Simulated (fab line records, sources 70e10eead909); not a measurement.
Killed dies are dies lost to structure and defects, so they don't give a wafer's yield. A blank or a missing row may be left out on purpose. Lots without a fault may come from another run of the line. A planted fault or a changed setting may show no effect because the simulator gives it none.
Chamber matching | flow nand_harc | NHARC_A_M0_DEP_32 on pecvd-02: 3 sister chambers
The step deposits SiCN, target thk 30 nm. 6 wafers are shown with their chamber, then 7 later ones without.

WAFERS WITH THEIR CHAMBER
wafer  | chamber | heater_power_w (W) | chamber_pressure_Torr (Torr)
L085.1 | 2       | 555                | 3.001
L087.2 | 1       | 578                | 3.007
L087.4 | 0       | 478                | 3.003
L087.6 | 1       | 584                | 3.002
L088.2 | 0       | 476                | 3.001
L088.3 | 2       | 507                | 3.003

WAFERS WITHOUT THEIR CHAMBER
wafer  | heater_power_w (W) | chamber_pressure_Torr (Torr)
L088.4 | 589                | 2.986
L090.4 | 541                | 3.007
L090.5 | 528                | 3.011
L090.6 | 552                | 3.004
L097.1 | 581                | 2.997
L097.2 | 534                | 3.004
L097.5 | 525                | 3.003

WHICH CHAMBER EACH WENT THROUGH
wafer  | from the rows above          | in truth
L088.4 | can't be placed: 2 or 1 or 0 | 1
L090.4 | can't be placed: 2 or 1 or 0 | 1
L090.5 | can't be placed: 2 or 1 or 0 | 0
L090.6 | can't be placed: 2 or 1      | 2
L097.1 | can't be placed: 1 or 2      | 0
L097.2 | can't be placed: 2 or 1      | 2
L097.5 | can't be placed: 2 or 0      | 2
Placed correctly: 0 of 7. Can't be placed from these rows: 7 (the true chamber is among the candidates in 6). Placed wrongly: 0.
How it was worked out, from the rows above alone: a wafer's distance from a chamber is the root of the sum, over the readings, of the square of ((its reading less the chamber's mean) divided by the reading's scatter). The wafer belongs to the nearest chamber; if the next one is less than 2 further off, it can't be placed. A chamber's mean is the mean of its shown wafers. The scatter: the root of (the sum of the squares of (reading less its chamber's mean) over the shown wafers, divided by (wafers less chambers)).
